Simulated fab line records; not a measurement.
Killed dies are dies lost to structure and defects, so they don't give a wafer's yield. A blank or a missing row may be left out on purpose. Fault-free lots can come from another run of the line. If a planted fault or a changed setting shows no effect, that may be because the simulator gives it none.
fab line records + flow n5-finfet + part 1 of 2: steps 1 to 4 of 6
record:
- lots: 23
- wafers: 69
- last-day: 20
route steps=1938 shown BEOL_M9@1447 BEOL_M10@1474
lots untouched by any fault: they come from a run of this same line in which no faults occurred
start-h: hours from the record's opening day to when the first of the lot's shown wafers began + wait-h: time in hours since the lot's previous step + " repeats the value in the row above + L1.1+2: one row covering several wafers at once + - value missing, or start not given + * or withheld: withheld + < > ~ a bound
route shown NAME@n: a module of which the file shows steps, and the number in the route of the first + usual: mean and standard deviation over wafers with no fault + same: alike in all rows + chamber/n: place in a boat + sites: readings site by site + _std_site: standard deviation across them + _edge_site: inner sites' mean taken away from outer sites' mean + radius-mm: for every site, how far away it sits from the centre of the wafer + mask NAME#n: copy n + behind: the last tool/chamber to shape the wafer + hold: the reason the lot was held/the length of the hold in hours/how it ended + device: the transistor (n, p or np) that didn't switch + end of line: tests of these same wafers at the route's end + a step given without rows: its recipe and nothing more + killed: the dies lost at the first sort to structure and to defects; this is not the yield of the wafer + map: a wafer's dies, marking killed ones x, the rest . and places with no die _
set.NAME: the setting as run; set.NAME@STEP: as run at that earlier step + model.NAME: the simulator's own value behind a step, which no gauge read
one table for each step of the route and one row for each wafer, over a sample of lots
services: when a tool's chamber went out of use (start-h, in hours from the record's first day, below 0 if earlier), for how many hours, and the reason
== steps ==
step: N5_BEOL_M9_ETCH_41
recipe:
- chemistry: CH3F/O2
- target: SiCN
- target-depth-a: 366
- taper-deg: 2
- time-s: 70.1
- ion-energy-ev: 120
- mask-material: TiN
- pressure-mtorr: 30
- source-w: 395
- bias-w: 75
- Ar_flow_sccm: 150
- CH3F_flow_sccm: 30
- O2_flow_sccm: 20
usual:
- O2_flow_sccm: 20.00/0.063
- drypump-motor-current-A: 5.9/0.56
- oes-product-au: 0.79/0.079
- rf-vpp-V: 297.2/1.4
- showerhead-plenum-p-Torr: 1.99/0.061
- throttle-valve-pct: 16.41/0.2
same:
- time-s: 70.1
| lot.wafer | tool        | chamber | start-h | wait-h | O2_flow_sccm | drypump-motor-current-A | oes-product-au | rf-hours-counter-h | rf-vpp-V | showerhead-plenum-p-Torr | throttle-valve-pct |
|-----------|-------------|---------|---------|--------|--------------|-------------------------|----------------|--------------------|----------|--------------------------|--------------------|
| L074.3    | rie-diel-01 | 1       | -       | -      | 19.95        | 6.3                     | 0.74           | 162                | 296.6    | 1.99                     | 16.30              |
| L074.4    | "           | 1       | "       | "      | 19.93        | 6.3                     | 0.74           | -                  | 297.1    | 1.99                     | 16.31              |
| L074.5    | "           | 3       | "       | "      | 19.91        | 6.0                     | 0.91           | -                  | 296.9    | 1.95                     | 16.33              |
| L075.2    | rie-diel-03 | 0       | -       | -      | 20.00        | 5.6                     | 0.69           | 225                | 296.8    | 1.98                     | 16.66              |
| L075.4    | "           | 1       | "       | "      | 20.02        | 6.2                     | 0.72           | 180                | 295.7    | 1.90                     | 16.02              |
| L075.6    | "           | 0       | "       | "      | 20.02        | 5.6                     | 0.70           | -                  | 297.4    | 1.98                     | 16.66              |
| L076.1    | rie-diel-01 | 3       | -       | -      | 20.07        | 6.0                     | 0.89           | 37                 | 297.0    | 1.95                     | 16.35              |
| L076.4    | "           | 1       | "       | "      | 20.02        | 6.2                     | 0.73           | 175                | 297.5    | 1.99                     | 16.33              |
| L076.6    | "           | 0       | "       | "      | 19.93        | 6.7                     | 0.77           | -                  | 296.3    | 1.93                     | 16.67              |
| L077.1    | rie-diel-06 | 3       | -       | -      | 20.11        | 5.2                     | 0.79           | 86                 | 298.9    | 2.02                     | 16.54              |
| L077.2    | "           | 2       | "       | "      | 19.94        | 6.4                     | 0.75           | 180                | 295.2    | 1.92                     | 16.47              |
| L077.5    | "           | 2       | "       | "      | 19.95        | 6.4                     | 0.74           | -                  | 295.3    | 1.92                     | 16.48              |
| L078.1    | rie-diel-01 | 1       | -       | -      | 20.03        | 6.2                     | 0.73           | 182                | 296.7    | 1.99                     | 16.36              |
| L078.3    | "           | 0       | "       | "      | 19.99        | 6.6                     | 0.76           | 131                | 296.4    | 1.93                     | 16.68              |
| L078.4    | "           | 2       | "       | "      | 20.01        | 6.4                     | 0.85           | 54                 | 300.5    | 2.11                     | 16.49              |
| L080.1    | rie-diel-01 | 3       | -       | -      | 20.05        | 6.0                     | 0.88           | 46                 | 294.9    | 1.95                     | 16.37              |
| L080.2    | "           | 1       | "       | "      | 19.98        | 6.3                     | 0.72           | 184                | 298.1    | 1.98                     | 16.34              |
| L080.5    | "           | 2       | "       | "      | 19.94        | 6.4                     | 0.84           | -                  | 298.9    | 2.11                     | 16.48              |
| L081.1    | rie-diel-06 | 0       | -       | -      | 19.96        | 6.4                     | 0.95           | 4                  | 299.5    | 2.05                     | 16.30              |
| L081.3    | "           | 2       | "       | "      | 19.96        | 6.4                     | 0.74           | 189                | 296.5    | 1.91                     | 16.47              |
| L081.4    | "           | 3       | "       | "      | 19.96        | 5.2                     | 0.77           | 94                 | 296.2    | 2.01                     | 16.55              |
| L083.1    | rie-diel-06 | 2       | -       | -      | 19.90        | 6.4                     | 0.72           | 190                | 294.5    | 1.91                     | 16.49              |
| L083.5    | "           | 0       | "       | "      | 19.98        | 6.4                     | 0.95           | -                  | 297.7    | 2.05                     | 16.29              |
| L083.6    | "           | 3       | "       | "      | 19.90        | 5.2                     | 0.78           | -                  | 297.3    | 2.01                     | 16.57              |
| L082.3    | rie-diel-06 | 1       | -       | -      | 20.08        | 5.2                     | 0.91           | 24                 | 297.6    | 2.04                     | 16.11              |
| L082.5    | "           | 0       | "       | "      | 20.02        | 6.4                     | 0.94           | -                  | 298.2    | 2.05                     | 16.30              |
| L082.6    | "           | 3       | "       | "      | 20.03        | 5.2                     | 0.77           | -                  | 298.3    | 2.01                     | 16.55              |
| L084.3    | rie-diel-03 | 0       | -       | -      | 19.99        | 5.6                     | 0.69           | 234                | 296.9    | 1.98                     | 16.66              |
| L084.5    | "           | 0       | "       | "      | 19.97        | 5.6                     | 0.69           | -                  | 296.8    | 1.98                     | 16.68              |
| L084.6    | "           | 3       | "       | "      | 19.99        | 5.4                     | 0.83           | -                  | 298.7    | 2.02                     | 16.37              |
| L085.3    | rie-diel-03 | 1       | -       | -      | 20.09        | 6.1                     | 0.71           | 191                | 297.4    | 1.90                     | 16.04              |
| L085.4    | "           | 3       | "       | "      | 20.03        | 5.4                     | 0.83           | 82                 | 297.8    | 2.02                     | 16.36              |
| L085.6    | "           | 2       | "       | "      | 19.95        | 5.0                     | 0.72           | -                  | 298.3    | 2.08                     | 16.49              |
| L086.2    | rie-diel-06 | 1       | -       | -      | 20.01        | 5.2                     | 0.89           | 29                 | 297.5    | 2.03                     | 16.10              |
| L086.3    | "           | 0       | "       | "      | 19.97        | 6.4                     | 0.91           | 12                 | 298.0    | 2.05                     | 16.32              |
| L086.6    | "           | 0       | "       | "      | 20.00        | 6.4                     | 0.91           | -                  | 300.1    | 2.05                     | 16.30              |
| L092.2    | rie-diel-01 | 0       | -       | -      | 19.96        | 6.6                     | 0.75           | 141                | 294.8    | 1.92                     | 16.71              |
| L092.3    | "           | 2       | "       | "      | 20.01        | 6.4                     | 0.84           | 64                 | 299.4    | 2.11                     | 16.51              |
| L092.4    | "           | 3       | "       | "      | 20.06        | 6.0                     | 0.87           | 54                 | 295.7    | 1.94                     | 16.38              |
| L088.3    | rie-diel-03 | 1       | -       | -      | 19.92        | 6.1                     | 0.71           | 197                | 295.5    | 1.90                     | 16.04              |
| L088.5    | "           | 1       | "       | "      | 19.92        | 6.1                     | 0.70           | -                  | 294.6    | 1.90                     | 16.05              |
| L088.6    | "           | 0       | "       | "      | 20.11        | 5.6                     | 0.69           | -                  | 296.4    | 1.97                     | 16.68              |
| L087.3    | rie-diel-03 | 2       | -       | -      | 19.99        | 5.0                     | 0.71           | 195                | 299.0    | 2.08                     | 16.51              |
| L087.4    | "           | 1       | "       | "      | 19.98        | 6.1                     | 0.70           | 199                | 295.2    | 1.90                     | 16.05              |
| L087.6    | "           | 1       | "       | "      | 20.05        | 6.1                     | 0.70           | -                  | 294.8    | 1.90                     | 16.04              |
| L089.2    | rie-diel-06 | 1       | -       | -      | 20.06        | 5.2                     | 0.88           | 36                 | 298.4    | 2.03                     | 16.11              |
| L089.4    | "           | 3       | "       | "      | 20.00        | 5.2                     | 0.76           | 109                | 297.9    | 2.01                     | 16.59              |
| L089.5    | "           | 3       | "       | "      | 19.98        | 5.2                     | 0.75           | -                  | 298.1    | 2.01                     | 16.59              |
| L090.2    | rie-diel-06 | 3       | -       | -      | 20.00        | 5.2                     | 0.77           | 109                | 298.1    | 2.01                     | 16.58              |
| L090.4    | "           | 1       | "       | "      | 19.99        | 5.2                     | 0.88           | 36                 | 298.2    | 2.03                     | 16.10              |
| L090.5    | "           | 2       | "       | "      | 20.12        | 6.4                     | 0.72           | -                  | 295.8    | 1.91                     | 16.51              |
| L091.1    | rie-diel-06 | 3       | -       | -      | 19.98        | 5.2                     | 0.77           | 112                | 297.0    | 2.01                     | 16.60              |
| L091.3    | "           | 1       | "       | "      | 19.92        | 5.2                     | 0.89           | 39                 | 298.6    | 2.03                     | 16.12              |
| L091.4    | "           | 0       | "       | "      | 20.07        | 6.4                     | 0.90           | 21                 | 297.9    | 2.05                     | 16.32              |
| L093.3    | rie-diel-03 | 1       | -       | -      | 19.88        | 6.1                     | 0.71           | 200                | 296.0    | 1.90                     | 16.05              |
| L093.5    | "           | 3       | "       | "      | 20.02        | 5.3                     | 0.81           | -                  | 299.2    | 2.01                     | 16.39              |
| L093.6    | "           | 0       | "       | "      | 19.93        | 5.6                     | 0.68           | -                  | 296.6    | 1.97                     | 16.70              |
| L097.1    | rie-diel-01 | 1       | -       | -      | 20.03        | 6.3                     | 0.71           | 209                | 296.5    | 1.98                     | 16.41              |
| L097.2    | "           | 0       | "       | "      | 19.97        | 6.6                     | 0.74           | 159                | 294.8    | 1.92                     | 16.75              |
| L097.6    | "           | 1       | "       | "      | 20.10        | 6.3                     | 0.71           | -                  | 297.0    | 1.98                     | 16.41              |
| L096.1    | rie-diel-03 | 2       | -       | -      | 20.03        | 5.0                     | 0.72           | 208                | 298.4    | 2.07                     | 16.53              |
| L096.3    | "           | 1       | "       | "      | 19.96        | 6.1                     | 0.70           | 211                | 294.8    | 1.90                     | 16.07              |
| L096.6    | "           | 2       | "       | "      | 19.96        | 5.0                     | 0.72           | -                  | 298.8    | 2.07                     | 16.53              |
| L094.1    | rie-diel-01 | 3       | -       | -      | 20.07        | 6.0                     | 0.83           | 77                 | 296.8    | 1.94                     | 16.42              |
| L094.2    | "           | 1       | "       | "      | 19.91        | 6.3                     | 0.71           | 216                | 296.9    | 1.97                     | 16.43              |
| L094.6    | "           | 3       | "       | "      | 20.08        | 6.0                     | 0.84           | -                  | 294.9    | 1.94                     | 16.43              |
| L095.1    | rie-diel-03 | 3       | -       | -      | 20.03        | 5.4                     | 0.79           | 109                | 296.9    | 2.01                     | 16.40              |
| L095.4    | "           | 1       | "       | "      | 20.01        | 6.1                     | 0.69           | 218                | 294.3    | 1.89                     | 16.10              |
| L095.6    | "           | 1       | "       | "      | 20.04        | 6.1                     | 0.69           | -                  | 295.3    | 1.89                     | 16.09              |
step: N5_BEOL_M9_CD_MEAS_35
recipe:
- target-cd-nm: 70
- target-cd-y-nm: 40
- polarity: opening
usual:
- cd-nm: 70.1/0.44
| lot.wafer | tool      | chamber | start-h | wait-h | cd-nm |
|-----------|-----------|---------|---------|--------|-------|
| L074.3    | cd-sem-01 | -       | 248.95  | 0.0    | 69.8  |
| L074.4    | "         | -       | "       | "      | 70.2  |
| L074.5    | "         | -       | "       | "      | 70.5  |
| L075.2    | cd-sem-02 | -       | 281.15  | 0.0    | 70.3  |
| L075.4    | "         | -       | "       | "      | 69.6  |
| L075.6    | "         | -       | "       | "      | 69.0  |
| L076.1    | cd-sem-01 | -       | 286.72  | 0.0    | 69.6  |
| L076.4    | "         | -       | "       | "      | 69.5  |
| L076.6    | "         | -       | "       | "      | 69.4  |
| L077.1    | cd-sem-01 | -       | 296.10  | 0.0    | 69.8  |
| L077.2    | "         | -       | "       | "      | 69.2  |
| L077.5    | "         | -       | "       | "      | 70.5  |
| L078.1    | cd-sem-02 | -       | 305.54  | 0.0    | 70.5  |
| L078.3    | "         | -       | "       | "      | 69.9  |
| L078.4    | "         | -       | "       | "      | 69.7  |
| L080.1    | cd-sem-02 | -       | 312.42  | 0.0    | 70.2  |
| L080.2    | "         | -       | "       | "      | 70.8  |
| L080.5    | "         | -       | "       | "      | 70.8  |
| L081.1    | cd-sem-01 | -       | 316.92  | 0.0    | 70.4  |
| L081.3    | "         | -       | "       | "      | 70.8  |
| L081.4    | "         | -       | "       | "      | 70.4  |
| L083.1    | cd-sem-01 | -       | 321.32  | 0.0    | 69.9  |
| L083.5    | "         | -       | "       | "      | 69.4  |
| L083.6    | "         | -       | "       | "      | 69.6  |
| L082.3    | cd-sem-01 | -       | 323.76  | 0.0    | 70.5  |
| L082.5    | "         | -       | "       | "      | 70.4  |
| L082.6    | "         | -       | "       | "      | 69.8  |
| L084.3    | cd-sem-03 | -       | 327.55  | 0.0    | 69.7  |
| L084.5    | "         | -       | "       | "      | 69.6  |
| L084.6    | "         | -       | "       | "      | 70.4  |
| L085.3    | cd-sem-01 | -       | 336.66  | 0.0    | 70.3  |
| L085.4    | "         | -       | "       | "      | 70.0  |
| L085.6    | "         | -       | "       | "      | 69.7  |
| L086.2    | cd-sem-02 | -       | 340.52  | 0.0    | 70.2  |
| L086.3    | "         | -       | "       | "      | 69.8  |
| L086.6    | "         | -       | "       | "      | 70.3  |
| L092.2    | cd-sem-03 | -       | 340.75  | 0.0    | 70.7  |
| L092.3    | "         | -       | "       | "      | 70.0  |
| L092.4    | "         | -       | "       | "      | 70.3  |
| L088.3    | cd-sem-03 | -       | 353.78  | 0.0    | 69.6  |
| L088.5    | "         | -       | "       | "      | 70.9  |
| L088.6    | "         | -       | "       | "      | 70.4  |
| L087.3    | cd-sem-02 | -       | 358.09  | 0.0    | 70.1  |
| L087.4    | "         | -       | "       | "      | 70.1  |
| L087.6    | "         | -       | "       | "      | 70.4  |
| L089.2    | cd-sem-02 | -       | 360.04  | 0.0    | 70.4  |
| L089.4    | "         | -       | "       | "      | 69.5  |
| L089.5    | "         | -       | "       | "      | 69.8  |
| L090.2    | cd-sem-02 | -       | 363.18  | 0.0    | 70.7  |
| L090.4    | "         | -       | "       | "      | 69.6  |
| L090.5    | "         | -       | "       | "      | 69.7  |
| L091.1    | cd-sem-03 | -       | 369.76  | 0.0    | 71.1  |
| L091.3    | "         | -       | "       | "      | 70.8  |
| L091.4    | "         | -       | "       | "      | 70.7  |
| L093.3    | cd-sem-01 | -       | 370.11  | 0.0    | 69.7  |
| L093.5    | "         | -       | "       | "      | 70.2  |
| L093.6    | "         | -       | "       | "      | 69.5  |
| L097.1    | cd-sem-01 | -       | 400.43  | 0.0    | 70.5  |
| L097.2    | "         | -       | "       | "      | 70.5  |
| L097.6    | "         | -       | "       | "      | 70.5  |
| L096.1    | cd-sem-01 | -       | 400.50  | 0.0    | 70.6  |
| L096.3    | "         | -       | "       | "      | 69.8  |
| L096.6    | "         | -       | "       | "      | 70.1  |
| L094.1    | cd-sem-02 | -       | 418.50  | 0.0    | 70.3  |
| L094.2    | "         | -       | "       | "      | 69.5  |
| L094.6    | "         | -       | "       | "      | 69.2  |
| L095.1    | cd-sem-02 | -       | 424.72  | 0.0    | 69.6  |
| L095.4    | "         | -       | "       | "      | 70.1  |
| L095.6    | "         | -       | "       | "      | 69.8  |
step: N5_BEOL_M10_HM_DEP_02
recipe:
- material: TiN
- target-thk-a: 200
- temp-c: 25
- chamber-pressure-pa: 0.49996
usual:
- throttle-valve-pct: 29.8/1
| lot.wafer | tool           | chamber | start-h | wait-h | throttle-valve-pct |
|-----------|----------------|---------|---------|--------|--------------------|
| L074.3    | pvd-sputter-01 | -       | 254.68  | 1.9    | 28.8               |
| L074.4    | "              | -       | "       | "      | 30.4               |
| L074.5    | "              | -       | "       | "      | 30.4               |
| L075.2    | pvd-sputter-01 | -       | 287.00  | 2.4    | 29.6               |
| L075.4    | "              | -       | "       | "      | 28.8               |
| L075.6    | "              | -       | "       | "      | 30.6               |
| L076.1    | pvd-sputter-02 | -       | 291.85  | 1.0    | 30.1               |
| L076.4    | "              | -       | "       | "      | 30.2               |
| L076.6    | "              | -       | "       | "      | 30.4               |
| L077.1    | pvd-sputter-01 | -       | 300.40  | 1.2    | 29.3               |
| L077.2    | "              | -       | "       | "      | 30.5               |
| L077.5    | "              | -       | "       | "      | 30.0               |
| L078.1    | pvd-sputter-03 | -       | 309.20  | 0.6    | 28.8               |
| L078.3    | "              | -       | "       | "      | 30.4               |
| L078.4    | "              | -       | "       | "      | 30.8               |
| L080.1    | pvd-sputter-01 | -       | 316.91  | 1.4    | 30.8               |
| L080.2    | "              | -       | "       | "      | 29.5               |
| L080.5    | "              | -       | "       | "      | 30.4               |
| L081.1    | pvd-sputter-03 | -       | 321.32  | 0.8    | 29.1               |
| L081.3    | "              | -       | "       | "      | 29.5               |
| L081.4    | "              | -       | "       | "      | 30.5               |
| L083.1    | pvd-sputter-03 | -       | 326.68  | 2.3    | 30.9               |
| L083.5    | "              | -       | "       | "      | 29.6               |
| L083.6    | "              | -       | "       | "      | 30.5               |
| L082.3    | pvd-sputter-02 | -       | 329.91  | 1.2    | 30.3               |
| L082.5    | "              | -       | "       | "      | 31.0               |
| L082.6    | "              | -       | "       | "      | 27.3               |
| L084.3    | pvd-sputter-02 | -       | 331.45  | 0.5    | 27.3               |
| L084.5    | "              | -       | "       | "      | 27.1               |
| L084.6    | "              | -       | "       | "      | 30.2               |
| L085.3    | pvd-sputter-02 | -       | 343.12  | 1.0    | 30.0               |
| L085.4    | "              | -       | "       | "      | 27.2               |
| L085.6    | "              | -       | "       | "      | 30.2               |
| L086.2    | pvd-sputter-03 | -       | 343.93  | 0.0    | 31.2               |
| L086.3    | "              | -       | "       | "      | 30.5               |
| L086.6    | "              | -       | "       | "      | 30.8               |
| L092.2    | pvd-sputter-01 | -       | 344.46  | 0.0    | 28.6               |
| L092.3    | "              | -       | "       | "      | 30.7               |
| L092.4    | "              | -       | "       | "      | 29.8               |
| L088.3    | pvd-sputter-01 | -       | 358.44  | 1.1    | 30.7               |
| L088.5    | "              | -       | "       | "      | 30.6               |
| L088.6    | "              | -       | "       | "      | 29.7               |
| L087.3    | pvd-sputter-02 | -       | 363.49  | 1.7    | 27.2               |
| L087.4    | "              | -       | "       | "      | 30.0               |
| L087.6    | "              | -       | "       | "      | 30.2               |
| L089.2    | pvd-sputter-03 | -       | 369.64  | 5.0    | 29.6               |
| L089.4    | "              | -       | "       | "      | 28.9               |
| L089.5    | "              | -       | "       | "      | 29.7               |
| L090.2    | pvd-sputter-03 | -       | 369.84  | 3.6    | 28.8               |
| L090.4    | "              | -       | "       | "      | 30.9               |
| L090.5    | "              | -       | "       | "      | 30.6               |
| L091.1    | pvd-sputter-01 | -       | 373.03  | 0.1    | 30.6               |
| L091.3    | "              | -       | "       | "      | 28.8               |
| L091.4    | "              | -       | "       | "      | 30.5               |
| L093.3    | pvd-sputter-03 | -       | 375.00  | 1.1    | 30.6               |
| L093.5    | "              | -       | "       | "      | 29.3               |
| L093.6    | "              | -       | "       | "      | 29.8               |
| L097.1    | pvd-sputter-02 | -       | 405.12  | 1.8    | 30.2               |
| L097.2    | "              | -       | "       | "      | 29.9               |
| L097.6    | "              | -       | "       | "      | 30.4               |
| L096.1    | pvd-sputter-02 | -       | 405.56  | 1.9    | 30.0               |
| L096.3    | "              | -       | "       | "      | 31.1               |
| L096.6    | "              | -       | "       | "      | 30.1               |
| L094.1    | pvd-sputter-03 | -       | 424.69  | 3.2    | 29.0               |
| L094.2    | "              | -       | "       | "      | 29.6               |
| L094.6    | "              | -       | "       | "      | 29.0               |
| L095.1    | pvd-sputter-01 | -       | 428.95  | 1.3    | 29.8               |
| L095.4    | "              | -       | "       | "      | 29.0               |
| L095.6    | "              | -       | "       | "      | 28.5               |
step: N5_BEOL_M10_DESCUM_16
recipe:
- chemistry: O2
- time-s: 7.9
- source-power-w: 50
- bias-power-w: 20
- pressure-mtorr: 20
- rf-frequency-hz: 2.712e+07
- temp-c: 40
- resist: CAR-ArF
- o2-flow-sccm: 225
usual:
- bias-power-w: 20.01/0.057
- drypump-motor-current-A: 5.8/0.42
- oes-product-au: 0.80/0.1
- rf-vpp-V: 243.0/1.1
- showerhead-plenum-p-Torr: 2.09/0.038
- throttle-valve-pct: 20.34/0.22
same:
- time-s: 7.9
| lot.wafer | tool        | chamber | start-h | wait-h | bias-power-w | drypump-motor-current-A | oes-product-au | rf-hours-counter-h | rf-vpp-V | showerhead-plenum-p-Torr | throttle-valve-pct |
|-----------|-------------|---------|---------|--------|--------------|-------------------------|----------------|--------------------|----------|--------------------------|--------------------|
| L074.3    | rie-diel-04 | 3       | 255.66  | 0.4    | 20.02        | 5.3                     | 0.65           | 244                | 243.7    | 2.14                     | 20.57              |
| L074.4    | "           | 3       | "       | "      | 20.01        | 5.3                     | 0.65           | -                  | 243.5    | 2.14                     | 20.57              |
| L074.5    | "           | 2       | "       | "      | 19.99        | 6.2                     | 0.71           | -                  | 242.1    | 2.08                     | 20.47              |
| L075.2    | rie-diel-02 | 1       | 287.59  | 0.0    | 19.93        | 5.7                     | 0.70           | 221                | 241.9    | 2.06                     | 20.53              |
| L075.4    | "           | 2       | "       | "      | 19.96        | 4.9                     | 0.71           | 211                | 240.7    | 2.07                     | 20.72              |
| L075.6    | "           | 2       | "       | "      | 19.95        | 4.9                     | 0.70           | -                  | 243.2    | 2.07                     | 20.74              |
| L076.1    | rie-diel-05 | 3       | 292.43  | 0.2    | 20.01        | 5.5                     | 0.71           | 208                | 245.3    | 2.16                     | 20.36              |
| L076.4    | "           | 2       | "       | "      | 19.95        | 5.7                     | 0.69           | 238                | 242.2    | 2.07                     | 20.34              |
| L076.6    | "           | 3       | "       | "      | 20.06        | 5.5                     | 0.71           | -                  | 243.0    | 2.16                     | 20.36              |
| L077.1    | rie-diel-04 | 2       | 300.99  | 0.0    | 20.16        | 6.2                     | 0.70           | 229                | 241.5    | 2.07                     | 20.52              |
| L077.2    | "           | 3       | "       | "      | 20.01        | 5.3                     | 0.97           | 5                  | 244.7    | 2.14                     | 20.22              |
| L077.5    | "           | 2       | "       | "      | 20.08        | 6.2                     | 0.70           | -                  | 243.2    | 2.07                     | 20.51              |
| L078.1    | rie-diel-02 | 2       | 309.79  | 0.0    | 19.98        | 4.9                     | 0.70           | 216                | 243.0    | 2.07                     | 20.74              |
| L078.3    | "           | 3       | "       | "      | 19.93        | 5.8                     | 0.93           | 16                 | 244.4    | 2.13                     | 20.19              |
| L078.4    | "           | 0       | "       | "      | 20.04        | 6.2                     | 0.80           | 114                | 243.8    | 2.11                     | 20.45              |
| L080.1    | rie-diel-04 | 3       | 317.38  | 0.0    | 19.98        | 5.4                     | 0.94           | 12                 | 242.4    | 2.13                     | 20.25              |
| L080.2    | "           | 0       | "       | "      | 20.04        | 6.0                     | 0.91           | 18                 | 242.5    | 2.05                     | 20.01              |
| L080.5    | "           | 3       | "       | "      | 20.04        | 5.3                     | 0.95           | -                  | 244.0    | 2.13                     | 20.23              |
| L081.1    | rie-diel-02 | 0       | 321.78  | 0.0    | 20.11        | 6.2                     | 0.79           | 119                | 243.9    | 2.11                     | 20.45              |
| L081.3    | "           | 1       | "       | "      | 20.05        | 5.7                     | 0.69           | 233                | 242.8    | 2.06                     | 20.55              |
| L081.4    | "           | 3       | "       | "      | 20.03        | 5.8                     | 0.92           | 21                 | 242.9    | 2.13                     | 20.21              |
| L083.1    | rie-diel-02 | 3       | 327.14  | 0.0    | 19.93        | 5.8                     | 0.92           | 22                 | 243.9    | 2.13                     | 20.20              |
| L083.5    | "           | 3       | "       | "      | 19.99        | 5.8                     | 0.92           | -                  | 244.2    | 2.13                     | 20.21              |
| L083.6    | "           | 2       | "       | "      | 20.02        | 4.8                     | 0.69           | -                  | 242.7    | 2.07                     | 20.75              |
| L082.3    | rie-diel-04 | 0       | 330.56  | 0.1    | 19.99        | 6.0                     | 0.90           | 23                 | 240.6    | 2.05                     | 20.02              |
| L082.5    | "           | 1       | "       | "      | 20.04        | 5.3                     | 0.96           | -                  | 242.4    | 2.13                     | 19.97              |
| L082.6    | "           | 2       | "       | "      | 20.03        | 6.2                     | 0.70           | -                  | 243.2    | 2.07                     | 20.52              |
| L084.3    | rie-diel-05 | 0       | 332.05  | 0.0    | 20.13        | 6.1                     | 0.71           | 184                | 243.4    | 2.08                     | 20.55              |
| L084.5    | "           | 0       | "       | "      | 20.11        | 6.1                     | 0.70           | -                  | 242.3    | 2.08                     | 20.52              |
| L084.6    | "           | 1       | "       | "      | 19.99        | 6.3                     | 0.79           | -                  | 241.8    | 2.03                     | 20.21              |
| L085.3    | rie-diel-02 | 0       | 343.68  | 0.1    | 19.93        | 6.2                     | 0.77           | 126                | 243.8    | 2.10                     | 20.48              |
| L085.4    | "           | 1       | "       | "      | 20.01        | 5.7                     | 0.68           | 241                | 243.6    | 2.05                     | 20.55              |
| L085.6    | "           | 3       | "       | "      | 19.92        | 5.8                     | 0.90           | -                  | 242.7    | 2.12                     | 20.21              |
| L086.2    | rie-diel-04 | 3       | 344.52  | 0.0    | 19.99        | 5.3                     | 0.91           | 20                 | 244.0    | 2.13                     | 20.26              |
| L086.3    | "           | 2       | "       | "      | 20.00        | 6.2                     | 0.69           | 245                | 242.8    | 2.07                     | 20.52              |
| L086.6    | "           | 2       | "       | "      | 20.02        | 6.2                     | 0.70           | -                  | 241.9    | 2.07                     | 20.53              |
| L092.2    | rie-diel-05 | 0       | 345.05  | 0.0    | 20.06        | 6.1                     | 0.69           | 190                | 242.3    | 2.08                     | 20.54              |
| L092.3    | "           | 3       | "       | "      | 19.99        | 5.5                     | 0.70           | 229                | 243.1    | 2.15                     | 20.41              |
| L092.4    | "           | 3       | "       | "      | 20.00        | 5.5                     | 0.70           | -                  | 242.1    | 2.15                     | 20.39              |
| L088.3    | rie-diel-04 | 3       | 359.14  | 0.1    | 19.92        | 5.3                     | 0.90           | 25                 | 242.9    | 2.13                     | 20.25              |
| L088.5    | "           | 3       | "       | "      | 19.97        | 5.3                     | 0.90           | -                  | 243.6    | 2.13                     | 20.25              |
| L088.6    | "           | 2       | "       | "      | 19.93        | 6.2                     | 0.69           | -                  | 243.2    | 2.06                     | 20.53              |
| L087.3    | rie-diel-02 | 0       | 364.22  | 0.2    | 20.06        | 6.2                     | 0.77           | 133                | 244.1    | 2.10                     | 20.49              |
| L087.4    | "           | 3       | "       | "      | 19.89        | 5.8                     | 0.89           | -                  | 245.2    | 2.12                     | 20.22              |
| L087.6    | "           | 1       | "       | "      | 20.11        | 5.7                     | 0.67           | -                  | 241.8    | 2.05                     | 20.55              |
| L089.2    | rie-diel-05 | 3       | 370.24  | 0.2    | 20.06        | 5.5                     | 0.69           | 240                | 242.1    | 2.14                     | 20.41              |
| L089.4    | "           | 2       | "       | "      | 20.04        | 5.7                     | 0.96           | 4                  | 242.3    | 2.06                     | 19.98              |
| L089.5    | "           | 1       | "       | "      | 19.95        | 6.3                     | 0.78           | -                  | 242.6    | 2.02                     | 20.24              |
| L090.2    | rie-diel-04 | 1       | 370.41  | 0.1    | 19.95        | 5.3                     | 0.90           | 20                 | 243.6    | 2.13                     | 20.02              |
| L090.4    | "           | 0       | "       | "      | 20.07        | 6.0                     | 0.86           | -                  | 241.6    | 2.04                     | 20.06              |
| L090.5    | "           | 1       | "       | "      | 20.05        | 5.3                     | 0.90           | -                  | 243.9    | 2.13                     | 20.01              |
| L091.1    | rie-diel-02 | 0       | 373.61  | 0.0    | 20.04        | 6.2                     | 0.77           | 136                | 242.4    | 2.10                     | 20.49              |
| L091.3    | "           | 1       | "       | "      | 20.12        | 5.7                     | 0.67           | 251                | 243.9    | 2.05                     | 20.56              |
| L091.4    | "           | 0       | "       | "      | 20.12        | 6.2                     | 0.77           | -                  | 242.3    | 2.10                     | 20.48              |
| L093.3    | rie-diel-05 | 0       | 375.46  | 0.0    | 19.91        | 6.1                     | 0.69           | 203                | 241.8    | 2.07                     | 20.56              |
| L093.5    | "           | 0       | "       | "      | 20.02        | 6.1                     | 0.69           | -                  | 242.1    | 2.07                     | 20.57              |
| L093.6    | "           | 1       | "       | "      | 19.99        | 6.3                     | 0.78           | -                  | 241.2    | 2.02                     | 20.26              |
| L097.1    | rie-diel-04 | 2       | 405.70  | 0.0    | 20.10        | 6.3                     | 0.95           | 11                 | 242.5    | 2.06                     | 20.19              |
| L097.2    | "           | 0       | "       | "      | 19.97        | 6.0                     | 0.84           | 53                 | 241.3    | 2.04                     | 20.09              |
| L097.6    | "           | 2       | "       | "      | 19.98        | 6.2                     | 0.95           | -                  | 242.6    | 2.06                     | 20.17              |
| L096.1    | rie-diel-04 | 3       | 406.14  | 0.0    | 19.97        | 5.3                     | 0.87           | 42                 | 243.8    | 2.12                     | 20.29              |
| L096.3    | "           | 2       | "       | "      | 20.10        | 6.2                     | 0.95           | 11                 | 243.7    | 2.06                     | 20.19              |
| L096.6    | "           | 3       | "       | "      | 20.07        | 5.3                     | 0.87           | -                  | 244.6    | 2.12                     | 20.30              |
| L094.1    | rie-diel-05 | 1       | 425.38  | 0.1    | 19.97        | 6.3                     | 0.76           | 130                | 243.0    | 2.02                     | 20.29              |
| L094.2    | "           | 0       | "       | "      | 20.09        | 6.1                     | 0.68           | 223                | 243.1    | 2.07                     | 20.59              |
| L094.6    | "           | 0       | "       | "      | 20.06        | 6.1                     | 0.68           | -                  | 242.7    | 2.07                     | 20.58              |
| L095.1    | rie-diel-02 | 3       | 429.80  | 0.4    | 20.00        | 5.8                     | 0.84           | 63                 | 244.1    | 2.11                     | 20.28              |
| L095.4    | "           | 1       | "       | "      | 20.06        | 5.7                     | 0.96           | -                  | 243.6    | 2.04                     | 20.13              |
| L095.6    | "           | 3       | "       | "      | 19.95        | 5.8                     | 0.85           | -                  | 243.3    | 2.11                     | 20.27              |
